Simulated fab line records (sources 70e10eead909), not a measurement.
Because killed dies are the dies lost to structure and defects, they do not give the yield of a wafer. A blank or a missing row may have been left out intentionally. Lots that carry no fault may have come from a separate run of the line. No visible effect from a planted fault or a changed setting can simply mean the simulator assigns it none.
A struck lot beside a sound one + flow nand_harc + 10 out of 1159 route steps
Sound: these wafers, L823.3, L823.4, L823.6. Struck: wafer L833.3 (L833.1, L833.2, from the same lot, were not struck and are left out); the cause is given at the end.
Per side, at each step with rows, come the tool, then ch with its chambers, and then its first start. Under that, the readings that differ: sound wafers + struck wafers + difference of the means + sigmas: that difference in standard deviations of wafers without a fault.
alike: a reading whose means differ by less than 2 such deviations, as well as words and numbers matching on both sides. not compared: withheld readings; readings where some wafer has no value; bounds like >300 that might hide an equal value; numbers whose values overlap and for which the record gives no deviation.
Wherever a step has rows on one side only, a row that says differs or no value, or a row with sigmas, the two part there. Non-overlapping numbers with no deviation appear without sigmas and do not part them. Lack of a reading on every wafer of one side parts them only where that side has two or more wafers.

first, 1 step without rows for these wafers: NHARC_A_WL_FILL_CVD_23 (deposits poly-Si, target thk 40 nm, time 800 s).
NHARC_A_WL_FILL_ETCHBACK_26: etches the open film in HBr, target depth 52 nm, time 13.3 s.
  sound on rie_si-04 ch 0,2, day 15 22:52; struck on rie_si-06 ch 1, day 18 05:41
  alike: drypump_motor_current_A, oes_product_au, throttle_valve_pct
  not compared: rf_hours_counter_h
then, 2 steps without rows for these wafers: NHARC_A_WL_FILL_PRECLEAN_30 (cleans in dHF, time 10 s); NHARC_A_WL_FILL_SRD_14.
NHARC_A_WL_FILL_ALD_19: deposits TiN, target thk 2 nm, pulse time 3 s, ald cycles 100.
  sound on ald_metal-03 ch 1,2, day 15 23:08; struck on ald_metal-03 ch 3, day 18 05:58
  alike: heater_power_w, precursor_pulse_height_rel
NHARC_A_WL_FILL_CVD_20: deposits W, target thk 75 nm, time 5064 s.
  sound: cvd_w-02 ch 0,1; struck: cvd_w-01 ch 0
  alike: heater_power_w, throttle_valve_pct
NHARC_A_WL_FILL_CMP_12: polishes, t overpolish 30 s, target thk 75 nm.
  sound on cmp-03 ch 1,2,3, day 16 05:55; struck on cmp-03 ch 2, day 18 13:14
  alike: edge_zone_pressure_frac, motor_current_A, overpolish_run_s, time_to_endpoint_s
next, for these wafers, 1 step has no rows: NHARC_A_WL_FILL_SRD_31.
NHARC_A_WL_FILL_INSPECT_15:
  struck on defect_inspect-02, day 18 13:42; sound on defect_inspect-01, day 16 06:25
  alike: raw_defect_count
NHARC_A_CONTACT_DEP_24: deposits SiO2, target thk 500 nm.
  sound on pecvd-04 ch 0,1,2, day 16 06:36; struck on pecvd-02 ch 0, day 18 13:46
| reading                   | sound             | struck | difference | sigmas |
|---------------------------|-------------------|--------|------------|--------|
| mfc_precursor_sccm (sccm) | 161.0 161.7 161.3 | 128.3  | -33.0      | -67    |
  alike: heater_power_w, throttle_valve_pct

== WHERE THEY PART ==
At NHARC_A_CONTACT_DEP_24 and nowhere else, as far as this record goes.

WHY: what had been put in by the simulator
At NHARC_A_CONTACT_DEP_24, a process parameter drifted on pecvd-02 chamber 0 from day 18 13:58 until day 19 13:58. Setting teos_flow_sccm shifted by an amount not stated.
